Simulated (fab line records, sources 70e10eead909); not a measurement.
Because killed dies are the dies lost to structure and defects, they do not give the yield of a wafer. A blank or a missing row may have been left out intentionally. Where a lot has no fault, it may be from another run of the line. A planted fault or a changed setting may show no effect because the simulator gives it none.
Struck lot and sound lot, side by side + flow nand harc + 16 steps out of a route of 1302
Sound: the wafers L330.1, L330.4, L330.5. Struck: wafers L322.4, L322.6 (left out: L322.1, a lot-mate that was not struck); the cause follows at the end.
At each step with rows: each side's tool, then ch and its chambers, then its first start. Under that, the readings that differ: sound wafers + struck wafers + difference of the means + sigmas: that difference in standard deviations of wafers without a fault.
alike: same words and numbers on both sides, and readings whose means sit less than 2 such deviations apart. not compared: any withheld reading, any reading some wafer has no value for, any bound like >300 that may hide the same value, and any number with overlapping values for which the record gives no deviation.
A row with sigmas, a row that says differs or no value, or rows on one side alone: a step with any of these is where the two part. Numbers that have no deviation but don't overlap get no sigmas and don't part them. A reading that every wafer of one side lacks parts them only if that side has two wafers or more.

NHARC_A_ONON_D2_THK_MEAS_08: measures by ellipsometry.
  struck on film metro-01, day 17 13:14; sound on film metro-02, day 21 02:02
  alike: thk nm
then, no rows for these wafers at 1 step: NHARC_A_ONON_D2_DEP_09 (target thk 1000 nm).
NHARC_A_ONON_D2_THK_MEAS_11: measures by ellipsometry.
  struck on film metro-02, day 17 13:49; sound on film metro-01, day 21 02:35
  alike: thk nm
then, no rows for these wafers at 1 step: NHARC_A_ONON_D2_DEP_12 (target thk 1000 nm).
NHARC_A_ONON_D2_THK_MEAS_14: measures by ellipsometry.
  struck on film metro-01, day 17 14:23; sound on film metro-02, day 21 03:10
  alike: thk nm
then, 2 steps without rows for these wafers: NHARC_A_ONON_D2_ANNEAL_15 (time 3600 s); NHARC_A_ONON_D2_DEP_16 (target thk 1000 nm).
NHARC_A_ONON_D2_THK_MEAS_18: measures by ellipsometry.
  struck on film metro-01, day 17 22:26; sound on film metro-01, day 21 12:11
  alike: thk nm
then, no rows for these wafers at 1 step: NHARC_A_ONON_D2_DEP_19 (target thk 1000 nm).
NHARC_A_ONON_D2_THK_MEAS_21: measures by ellipsometry.
  struck on film metro-02, day 17 23:00; sound on film metro-02, day 21 12:44
  alike: thk nm
then, no rows for these wafers at 1 step: NHARC_A_ONON_D2_DEP_22 (target thk 1000 nm).
NHARC_A_ONON_D2_THK_MEAS_24: measures by ellipsometry.
  struck on film metro-02, day 17 23:34; sound on film metro-01, day 21 13:18
| reading     | sound       | struck    | difference | sigmas |
|-------------|-------------|-----------|------------|--------|
| thk nm (nm) | 995 996 995 | 1018 1021 | +24        | +3     |
NHARC_A_ONON_D2_DEP_25: target thk 1000 nm.
  sound on pecvd onon-01 ch 0, day 21 13:22; struck on pecvd onon-04 ch 0, day 17 23:37
  alike: sih4 flow sccm
NHARC_A_ONON_D2_THK_MEAS_27: measures by ellipsometry.
  struck on film metro-02, day 18 00:08; sound on film metro-02, day 21 13:52
| reading     | sound          | struck  | difference | sigmas |
|-------------|----------------|---------|------------|--------|
| thk nm (nm) | 1001 1001 1002 | 675 676 | -326       | -35    |
then, no rows for these wafers at 1 step: NHARC_A_ONON_D2_DEP_28 (target thk 1000 nm).
-- record jumps: 12 days between struck wafers' starts before vs after; left off in module A_ONON_D2, resumes in module END, first step shown is number 1302 of the route --
NHARC_END_SORT_01:
  at this point the record logs the struck wafers (prober-01 ch 0, day 29 20:16) and has no rows for the sound ones

== WHERE THEY PART ==
Last at NHARC_END_SORT_01 as far as this record goes, first at NHARC_A_ONON_D2_THK_MEAS_24.

WHY: whatever the simulator had introduced
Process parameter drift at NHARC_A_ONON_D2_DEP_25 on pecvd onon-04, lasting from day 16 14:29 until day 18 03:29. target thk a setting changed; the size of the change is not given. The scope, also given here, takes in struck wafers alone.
